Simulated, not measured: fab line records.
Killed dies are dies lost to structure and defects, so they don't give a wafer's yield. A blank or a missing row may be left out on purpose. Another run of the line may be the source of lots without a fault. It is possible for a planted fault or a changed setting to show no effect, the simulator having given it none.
What tool caused it? :: flow n5Finfet :: 22 lots, 66 wafers sampled, at 2 steps of a route of 1938

== WHAT THE GAUGES SHOWED, per wafer ==
N5_SD_EPI_N_EPI_MEAS_23.
lot: L075
measured: day 3 08:46
on: filmMetro-02
thkNm (nm): 58.4 59.6 61.0

lot: L076
measured: day 4 01:35
on: filmMetro-01
thkNm (nm): 58.6 58.9 60.8

lot: L077
measured: day 4 05:37
on: filmMetro-02
thkNm (nm): 61.4 59.5 59.3

lot: L078
measured: day 4 10:35
on: filmMetro-02
thkNm (nm): 58.8 58.7 59.2

lot: L079
measured: day 4 14:15
on: filmMetro-01
thkNm (nm): 59.1 57.6 58.5

lot: L080
measured: day 4 16:22
on: filmMetro-01
thkNm (nm): 59.1 59.5 59.3

lot: L081
measured: day 5 01:52
on: filmMetro-02
thkNm (nm): 58.6 59.8 60.2

lot: L082
measured: day 5 05:19
on: filmMetro-02
thkNm (nm): 59.0 59.6 58.4

lot: L084
measured: day 5 18:43
on: filmMetro-02
thkNm (nm): 59.2 57.4 58.6

lot: L085
measured: day 6 07:36
on: filmMetro-01
thkNm (nm): 59.5 60.0 59.2

lot: L086
measured: day 6 07:49
on: filmMetro-01
thkNm (nm): 56.5 57.9 58.7

lot: L087
measured: day 6 12:55
on: filmMetro-01
thkNm (nm): 57.9 58.1 59.8

lot: L088
measured: day 6 20:23
on: filmMetro-01
thkNm (nm): 60.0 57.6 60.1

lot: L089
measured: day 6 21:51
on: filmMetro-01
thkNm (nm): 60.7 58.9 59.1

lot: L090
measured: day 7 08:26
on: filmMetro-02
thkNm (nm): 61.9 61.1 58.8

lot: L091
measured: day 7 13:26
on: filmMetro-02
thkNm (nm): 59.5 59.0 62.3

lot: L092
measured: day 7 22:06
on: filmMetro-01
thkNm (nm): 58.0 57.5 57.2

lot: L093
measured: day 8 02:32
on: filmMetro-02
thkNm (nm): 59.7 61.1 58.9

lot: L094
measured: day 8 05:59
on: filmMetro-02
thkNm (nm): 58.8 61.1 58.8

lot: L095
measured: day 8 09:56
on: filmMetro-01
thkNm (nm): 59.0 58.8 56.3

lot: L096
measured: day 8 19:46
on: filmMetro-01
thkNm (nm): 59.3 58.2 60.5

lot: L097
measured: day 8 22:05
on: filmMetro-01
thkNm (nm): 58.2 58.5 58.5

== WHICH TOOL RAN EACH LOT (tool, then ch and the chambers of the sampled wafers, then the start) ==
lot: L075
N5_SPACER0_ALD_08: aldSin-04 ch 0,2,3, day 3 04:44

lot: L076
N5_SPACER0_ALD_08: aldSin-04 ch 1,2,3, day 3 21:22

lot: L077
N5_SPACER0_ALD_08: aldSin-02 ch 1,2, day 4 01:31

lot: L078
N5_SPACER0_ALD_08: aldSin-04 ch 0,1,2, day 4 05:33

lot: L079
N5_SPACER0_ALD_08: aldSin-02 ch 0,2,3, day 4 09:28

lot: L080
N5_SPACER0_ALD_08: aldSin-04 ch 0,1,2, day 4 12:20

lot: L081
N5_SPACER0_ALD_08: aldSin-02 ch 0,1,3, day 4 21:50

lot: L082
N5_SPACER0_ALD_08: aldSin-01 ch 0,2,3, day 5 00:16

lot: L084
N5_SPACER0_ALD_08: aldSin-04 ch 0,2,3, day 5 14:41

lot: L085
N5_SPACER0_ALD_08: aldSin-04 ch 0,1, day 6 03:25

lot: L086
N5_SPACER0_ALD_08: aldSin-01 ch 0,1, day 6 03:45

lot: L087
N5_SPACER0_ALD_08: aldSin-01 ch 1,3, day 6 08:59

lot: L088
N5_SPACER0_ALD_08: aldSin-04 ch 0,1,3, day 6 15:44

lot: L089
N5_SPACER0_ALD_08: aldSin-04 ch 0,1,2, day 6 17:49

lot: L090
N5_SPACER0_ALD_08: aldSin-01 ch 0,1, day 7 02:14

lot: L091
N5_SPACER0_ALD_08: aldSin-02 ch 0,1,3, day 7 08:56

lot: L092
N5_SPACER0_ALD_08: aldSin-02 ch 0,2,3, day 7 17:50

lot: L093
N5_SPACER0_ALD_08: aldSin-01 ch 1,3, day 7 21:56

lot: L094
N5_SPACER0_ALD_08: aldSin-01 ch 0,2,3, day 8 01:10

lot: L095
N5_SPACER0_ALD_08: aldSin-02 ch 0,2,3, day 8 05:46

lot: L096
N5_SPACER0_ALD_08: aldSin-01 ch 1,3, day 8 15:47

lot: L097
N5_SPACER0_ALD_08: aldSin-01 ch 1,3, day 8 18:03
- N5_SPACER0_ALD_08: deposits SiNx, target thk 2 nm.

== WHAT THE TOOLS THEMSELVES READ (means of the sampled wafers that have a number; where no wafer has one, the mark that the record gives instead) ==
N5_SPACER0_ALD_08.
lot: L075
tool: aldSin-04
heaterPowerW (W): 853
susceptorTempC (C): 399.96

lot: L076
tool: aldSin-04
heaterPowerW (W): 877
susceptorTempC (C): 400.11

lot: L077
tool: aldSin-02
heaterPowerW (W): 811
susceptorTempC (C): 400.06

lot: L078
tool: aldSin-04
heaterPowerW (W): 874
susceptorTempC (C): 399.87

lot: L079
tool: aldSin-02
heaterPowerW (W): 809
susceptorTempC (C): 400.00

lot: L080
tool: aldSin-04
heaterPowerW (W): 865
susceptorTempC (C): 399.87

lot: L081
tool: aldSin-02
heaterPowerW (W): 783
susceptorTempC (C): 400.13

lot: L082
tool: aldSin-01
heaterPowerW (W): 822
susceptorTempC (C): 399.94

lot: L084
tool: aldSin-04
heaterPowerW (W): 850
susceptorTempC (C): 399.94

lot: L085
tool: aldSin-04
heaterPowerW (W): 805
susceptorTempC (C): 399.79

lot: L086
tool: aldSin-01
heaterPowerW (W): 800
susceptorTempC (C): 400.00

lot: L087
tool: aldSin-01
heaterPowerW (W): 830
susceptorTempC (C): 400.09

lot: L088
tool: aldSin-04
heaterPowerW (W): 809
susceptorTempC (C): 399.88

lot: L089
tool: aldSin-04
heaterPowerW (W): 880
susceptorTempC (C): 399.93

lot: L090
tool: aldSin-01
heaterPowerW (W): 795
susceptorTempC (C): 399.89

lot: L091
tool: aldSin-02
heaterPowerW (W): 789
susceptorTempC (C): 399.97

lot: L092
tool: aldSin-02
heaterPowerW (W): 826
susceptorTempC (C): 399.98

lot: L093
tool: aldSin-01
heaterPowerW (W): 841
susceptorTempC (C): 400.10

lot: L094
tool: aldSin-01
heaterPowerW (W): 821
susceptorTempC (C): 399.92

lot: L095
tool: aldSin-02
heaterPowerW (W): 816
susceptorTempC (C): 399.97

lot: L096
tool: aldSin-01
heaterPowerW (W): 820
susceptorTempC (C): 399.88

lot: L097
tool: aldSin-01
heaterPowerW (W): 850
susceptorTempC (C): 400.26

== THE ANSWER, worked out from the rows above alone ==
Rule: the lots themselves supply what counts as usual. Put in order of their means at a reading, lots are off if they are a third of the lots or fewer, leave a main group of 4 or more, and stand apart from it by a gap of 3 or more times the standard deviation of the main group's means; of several such gaps the widest counts. The tables above print the reading to a certain number of digits; a main group whose means all agree to those digits is not used. Also off: a lot with no number at a reading for which 4 or more lots have one. Where the step has rows for the other lots, those lots are counted as sound. The gauges are gone through in route order, then the tools' own readings, and for those a lot's mean is taken as printed above. At the first step where some lot is off, the reading lying furthest off is the one used; lots without a number count as furthest.
No lot is off at any reading shown: from this, nothing can be told.

== WHAT THE SIMULATOR HAD PUT IN ==
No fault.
